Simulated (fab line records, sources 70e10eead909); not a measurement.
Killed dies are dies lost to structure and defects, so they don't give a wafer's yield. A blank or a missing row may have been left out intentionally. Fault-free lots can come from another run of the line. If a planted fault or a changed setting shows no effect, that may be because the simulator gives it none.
Which tool was responsible?	flow nandHarc	72 wafers from 24 lots sampled at 5 of the route's 1302 steps

== WHAT EACH GAUGE READ, for each wafer ==
NHARC_P_BONDPAD_OVL_MEAS_38. Usual: overlayXNm -2 nm, standard deviation 4.7; overlayYNm -3 nm, standard deviation 5.7.
lot	measured	on	overlayXNm (nm)	overlayYNm (nm)	flag
L074	day 6 19:40	overlay-02	1 2 1	-7 -7 -7	
L075	day 6 20:11	overlay-01	-1 -1 -1	-8 -7 -8	
L076	day 7 09:18	overlay-02	-2 -2 -3	1 2 1	
L077	day 8 00:38	overlay-01	3 3 3	-13 -12 -12	
L078	day 8 06:47	overlay-01	2 2 2	-7 -7 -7	
L079	day 8 13:46	overlay-02	-12 -13 -13	4 5 4	
L080	day 9 06:05	overlay-01	1 1 0	-3 -2 -3	
L081	day 9 22:54	overlay-01	-2 -2 -2	-1 -1 0	
L082	day 10 02:44	overlay-02	3 2 3	0 -1 -1	
L083	day 10 12:19	overlay-01	-9 -9 -9	5 4 5	
L084	day 11 06:29	overlay-02	-9 -8 -8	-6 -6 -5	
L085	day 11 08:14	overlay-02	0 0 1	-4 -3 -3	
L087	day 11 20:04	overlay-02	-3 -2 -3	9 9 9	
L086	day 11 21:10	overlay-01	-5 -5 -5	-7 -7 -6	
L089	day 12 12:36	overlay-02	-3 -2 -2	-12 -12 -12	
L088	day 12 13:53	overlay-01	5 5 5	-1 0 -1	
L090	day 13 10:39	overlay-02	-9 -9 -10	-1 -1 -1	
L091	day 13 12:06	overlay-01	0 0 0	6 6 6	
L092	day 14 04:55	overlay-02	0 0 0	0 -1 -1	
L093	day 14 09:41	overlay-02	4 4 4	6 5 5	
L094	day 14 21:22	overlay-01	3 4 3	-6 -6 -6	
L095	day 15 14:10	overlay-01	-2 -3 -3	-12 -12 -12	
L097	day 16 00:30	overlay-02	-7 -8 -8	-4 -4 -4	
L096	day 16 00:53	overlay-01	2 3 3	0 0 0	

NHARC_P_BONDPAD_THK_MEAS_20: measures by xrf. Usual: thkNm 160.7 nm, standard deviation 1.9.
lot	measured	on	thkNm (nm)	flag
L074	day 6 22:10	filmMetro-01	159.8 162.1 160.9	
L075	day 6 22:44	filmMetro-01	162.8 161.1 158.5	
L076	day 7 11:53	filmMetro-01	159.5 159.7 160.4	
L077	day 8 03:06	filmMetro-02	158.9 160.8 158.8	
L078	day 8 09:15	filmMetro-02	160.2 158.5 159.1	
L079	day 8 16:14	filmMetro-01	161.5 158.6 163.8	
L080	day 9 08:33	filmMetro-01	162.6 162.2 160.7	
L081	day 10 01:50	filmMetro-02	162.8 162.1 163.6	
L082	day 10 05:15	filmMetro-02	157.1 163.3 159.0	
L083	day 10 14:47	filmMetro-02	159.9 156.3 160.5	
L084	day 11 09:02	filmMetro-02	161.0 157.5 165.4	
L085	day 11 10:43	filmMetro-02	162.4 163.5 160.1	
L087	day 11 22:34	filmMetro-02	161.2 162.6 158.6	
L086	day 11 23:47	filmMetro-02	158.6 156.7 163.7	
L089	day 12 15:04	filmMetro-02	158.7 158.9 162.1	
L088	day 12 16:20	filmMetro-01	161.8 158.8 159.9	
L090	day 13 13:07	filmMetro-01	160.5 161.3 157.8	
L091	day 13 14:37	filmMetro-01	162.1 160.8 160.2	
L092	day 14 07:22	filmMetro-02	158.7 161.1 158.9	
L093	day 14 12:10	filmMetro-01	163.1 159.4 158.4	
L094	day 14 23:59	filmMetro-02	160.0 162.3 160.3	
L095	day 15 16:41	filmMetro-02	158.9 160.5 162.5	
L097	day 16 02:59	filmMetro-02	163.6 161.9 162.7	
L096	day 16 03:22	filmMetro-01	162.8 160.0 159.7	

== WHICH TOOL RAN EACH LOT (tool, then ch and the chambers of the sampled wafers, then the start) ==
lot	NHARC_P_M2_DESCUM_14	NHARC_P_M2_PVD_21	NHARC_P_BONDPAD_ETCH_37
L074	rieDiel-09 ch 1,2,3, day 6 15:13	pvdSputter-01, day 6 19:40 or earlier	rieDiel-12 ch 1,2,3, day 6 19:53
L075	rieDiel-09 ch 1,3, day 6 15:40	pvdSputter-03, day 6 20:11 or earlier	rieDiel-10 ch 0,2,3, day 6 20:25
L076	rieDiel-06 ch 0,1,2, day 7 04:46	pvdSputter-02, day 7 09:18 or earlier	rieDiel-10 ch 0,2,3, day 7 09:33
L077	rieDiel-06 ch 2,3, day 7 20:11	pvdSputter-01, day 8 00:38 or earlier	rieDiel-03 ch 0,1,2, day 8 00:52
L078	rieDiel-01 ch 2,3, day 8 02:19	pvdSputter-01, day 8 06:47 or earlier	rieDiel-03 ch 1,2,3, day 8 06:59
L079	rieDiel-09 ch 0,1,2, day 8 09:13	pvdSputter-01, day 8 13:46 or earlier	rieDiel-03 ch 0,2, day 8 13:59
L080	rieDiel-06 ch 0,2,3, day 9 01:40	pvdSputter-01, day 9 06:05 or earlier	rieDiel-03 ch 0,1,3, day 9 06:19
L081	rieDiel-09 ch 0,1,2, day 9 18:14	pvdSputter-03, day 9 22:54 or earlier	rieDiel-03 ch 0,2,3, day 9 23:35
L082	rieDiel-09 ch 0,2, day 9 22:17	pvdSputter-03, day 10 02:44 or earlier	rieDiel-12 ch 2,3, day 10 02:58
L083	rieDiel-06 ch 0,1,3, day 10 08:02	pvdSputter-02, day 10 12:19 or earlier	rieDiel-03 ch 0,1, day 10 12:32
L084	rieDiel-01 ch 1,2, day 11 01:55	pvdSputter-03, day 11 06:29 or earlier	rieDiel-03 ch 0,2,3, day 11 06:43
L085	rieDiel-09 ch 0,2, day 11 03:49	pvdSputter-03, day 11 08:14 or earlier	rieDiel-12 ch 0,1,3, day 11 08:26
L087	rieDiel-06 ch 0,2,3, day 11 15:35	pvdSputter-01, day 11 20:04 or earlier	rieDiel-10 ch 0,1, day 11 20:16
L086	rieDiel-06 ch 1,2,3, day 11 16:31	pvdSputter-02, day 11 21:10 or earlier	rieDiel-10 ch 1,3, day 11 21:22
L089	rieDiel-01 ch 1,3, day 12 08:07	pvdSputter-03, day 12 12:36 or earlier	rieDiel-03 ch 0,1,3, day 12 12:49
L088	rieDiel-01 ch 0,1,2, day 12 09:24	pvdSputter-01, day 12 13:53 or earlier	rieDiel-12 ch 0,2,3, day 12 14:05
L090	rieDiel-01 ch 1,2, day 13 06:06	pvdSputter-01, day 13 10:39 or earlier	rieDiel-03 ch 1,2, day 13 10:52
L091	rieDiel-06 ch 1,3, day 13 07:35	pvdSputter-02, day 13 12:06 or earlier	rieDiel-12 ch 1,3, day 13 12:19
L092	rieDiel-09 ch 0,3, day 13 23:55	pvdSputter-01, day 14 04:55 or earlier	rieDiel-10 ch 0,1,2, day 14 05:07
L093	rieDiel-06 ch 0,1, day 14 05:13	pvdSputter-02, day 14 09:41 or earlier	rieDiel-03 ch 0,2, day 14 09:54
L094	rieDiel-01 ch 0,3, day 14 16:56	pvdSputter-03, day 14 21:22 or earlier	rieDiel-10 ch 0,2,3, day 14 21:35
L095	rieDiel-01 ch 0,2, day 15 09:44	pvdSputter-03, day 15 14:10 or earlier	rieDiel-03 ch 0,2,3, day 15 14:23
L097	rieDiel-06 ch 1,2,3, day 15 20:08	pvdSputter-02, day 16 00:30 or earlier	rieDiel-12 ch 1,2, day 16 00:43
L096	rieDiel-01 ch 0,2,3, day 15 20:27	pvdSputter-01, day 16 00:53 or earlier	rieDiel-03 ch 0,1, day 16 01:06
- NHARC_P_M2_DESCUM_14: chemistry O2, time 3 s.
- NHARC_P_M2_PVD_21: deposits Cu, target thk 30 nm, time 20.49 s.
- NHARC_P_BONDPAD_ETCH_37: etches the open film in N2/H2, target depth 60 nm, overetch 18 nm, time 65.91 s.

== WHAT THE TOOLS THEMSELVES READ (means of the sampled wafers that have a number; where no wafer has one, the mark that the record gives instead) ==
NHARC_P_M2_DESCUM_14. Usual: drypumpMotorCurrentA 5.8 A, standard deviation 0.35; oesProductAu 1.000 a.u., standard deviation 0.015; rfVppV 57.8 V, standard deviation 0.93; showerheadPlenumPTorr 1.94 Torr, standard deviation 0.06; throttleValvePct 11.311 %, standard deviation 0.0091.
lot	tool	drypumpMotorCurrentA (A)	oesProductAu (a.u.)	rfVppV (V)	showerheadPlenumPTorr (Torr)	throttleValvePct (%)	flag
L074	rieDiel-09	5.5	1.011	58.5	1.94	11.305	
L075	rieDiel-09	5.4	1.007	57.0	1.97	11.301	
L076	rieDiel-06	6.0	1.001	58.7	1.92	11.309	
L077	rieDiel-06	5.9	0.999	57.4	1.89	11.314	
L078	rieDiel-01	5.9	0.970	57.9	1.99	11.313	
L079	rieDiel-09	5.6	1.024	57.7	1.90	11.303	
L080	rieDiel-06	5.8	0.992	58.2	1.94	11.306	
L081	rieDiel-09	5.6	1.013	57.6	1.90	11.305	
L082	rieDiel-09	5.7	1.005	57.4	1.88	11.315	
L083	rieDiel-06	6.1	1.001	57.6	1.97	11.304	
L084	rieDiel-01	5.4	0.979	58.5	1.94	11.311	
L085	rieDiel-09	5.6	1.016	57.0	1.87	11.306	
L087	rieDiel-06	5.8	0.993	57.0	1.94	11.322	
L086	rieDiel-06	6.2	0.995	57.5	1.93	11.308	
L089	rieDiel-01	5.8	0.999	57.8	2.01	11.304	
L088	rieDiel-01	5.6	0.986	58.1	1.92	11.307	
L090	rieDiel-01	5.5	1.000	58.0	1.94	11.305	
L091	rieDiel-06	6.2	1.000	58.1	1.98	11.312	
L092	rieDiel-09	5.5	1.006	57.2	1.89	11.311	
L093	rieDiel-06	5.9	1.009	57.5	1.97	11.318	
L094	rieDiel-01	6.0	1.001	57.8	1.99	11.310	
L095	rieDiel-01	5.7	0.976	57.4	1.90	11.315	
L097	rieDiel-06	6.2	1.018	57.6	1.93	11.307	
L096	rieDiel-01	5.9	0.992	58.6	1.95	11.311	

NHARC_P_M2_PVD_21. Usual: throttleValvePct 29.8 %, standard deviation 1.4.
lot	tool	throttleValvePct (%)	flag
L074	pvdSputter-01	29.1	
L075	pvdSputter-03	30.4	
L076	pvdSputter-02	28.1	
L077	pvdSputter-01	29.7	
L078	pvdSputter-01	30.0	
L079	pvdSputter-01	29.9	
L080	pvdSputter-01	29.2	
L081	pvdSputter-03	30.3	
L082	pvdSputter-03	30.7	
L083	pvdSputter-02	30.4	
L084	pvdSputter-03	30.1	
L085	pvdSputter-03	31.2	
L087	pvdSputter-01	29.3	
L086	pvdSputter-02	29.1	
L089	pvdSputter-03	30.7	
L088	pvdSputter-01	29.8	
L090	pvdSputter-01	29.2	
L091	pvdSputter-02	30.2	
L092	pvdSputter-01	29.9	
L093	pvdSputter-02	29.8	
L094	pvdSputter-03	29.3	
L095	pvdSputter-03	30.9	
L097	pvdSputter-02	30.1	
L096	pvdSputter-01	29.6	

NHARC_P_BONDPAD_ETCH_37. Usual: drypumpMotorCurrentA 5.8 A, standard deviation 0.46; oesProductAu 0.992 a.u., standard deviation 0.013; rfFwdPowerW 396.7 W, standard deviation 1.6; rfVppV 430.6 V, standard deviation 2.3; showerheadPlenumPTorr 2.04 Torr, standard deviation 0.076; throttleValvePct 14.171 %, standard deviation 0.0082.
lot	tool	drypumpMotorCurrentA (A)	oesProductAu (a.u.)	rfFwdPowerW (W)	rfVppV (V)	showerheadPlenumPTorr (Torr)	throttleValvePct (%)	flag
L074	rieDiel-12	5.4	1.002	397.8	430.6	2.06	14.174	
L075	rieDiel-10	6.4	0.994	396.0	431.0	2.07	14.172	
L076	rieDiel-10	6.4	0.989	396.4	430.5	2.07	14.172	
L077	rieDiel-03	5.6	0.980	396.1	431.5	2.04	14.168	
L078	rieDiel-03	5.6	0.997	397.7	429.7	2.01	14.172	
L079	rieDiel-03	5.6	0.988	397.6	431.8	2.09	14.166	
L080	rieDiel-03	5.6	0.982	396.9	430.1	2.07	14.165	
L081	rieDiel-03	5.6	0.992	397.0	430.8	2.07	14.181	
L082	rieDiel-12	5.6	1.005	396.3	432.5	2.12	14.172	
L083	rieDiel-03	5.6	0.980	396.1	432.1	2.09	14.168	
L084	rieDiel-03	5.6	0.993	396.3	430.5	2.07	14.180	
L085	rieDiel-12	5.7	0.992	396.3	431.3	2.02	14.170	
L087	rieDiel-10	6.1	0.991	397.1	430.3	2.04	14.172	
L086	rieDiel-10	6.0	0.999	396.6	429.8	2.02	14.180	
L089	rieDiel-03	5.7	0.988	396.6	431.7	2.06	14.171	
L088	rieDiel-12	5.9	0.994	394.6	432.0	2.07	14.173	
L090	rieDiel-03	5.5	0.997	396.2	428.6	1.98	14.174	
L091	rieDiel-12	5.1	0.999	398.0	429.5	2.00	14.172	
L092	rieDiel-10	6.3	1.000	395.6	430.5	2.04	14.171	
L093	rieDiel-03	5.6	0.997	394.4	431.0	2.09	14.172	
L094	rieDiel-10	6.4	0.989	397.0	431.1	2.06	14.168	
L095	rieDiel-03	5.6	0.994	396.8	431.5	2.07	14.179	
L097	rieDiel-12	5.3	0.985	397.7	429.9	1.99	14.174	
L096	rieDiel-03	5.6	0.991	396.4	432.7	2.09	14.169	

== THE ANSWER, worked out from the rows above alone ==
Rule: a lot is off if the mean of its wafers that have a number lies more than 3 standard deviations from the usual mean. A lot without any number at a reading at which 4 lots or more have one is off too. The other lots that the step has rows for count as sound. First the gauges in route order, then the tools' own readings, where a lot's mean is used as printed above. The first step at which some lot is off is used, and at that step the reading that is off furthest; a lot without a number counts as furthest.
Nothing can be told from this: no lot is off at any reading shown.

== WHAT WAS PUT IN BY THE SIMULATOR ==
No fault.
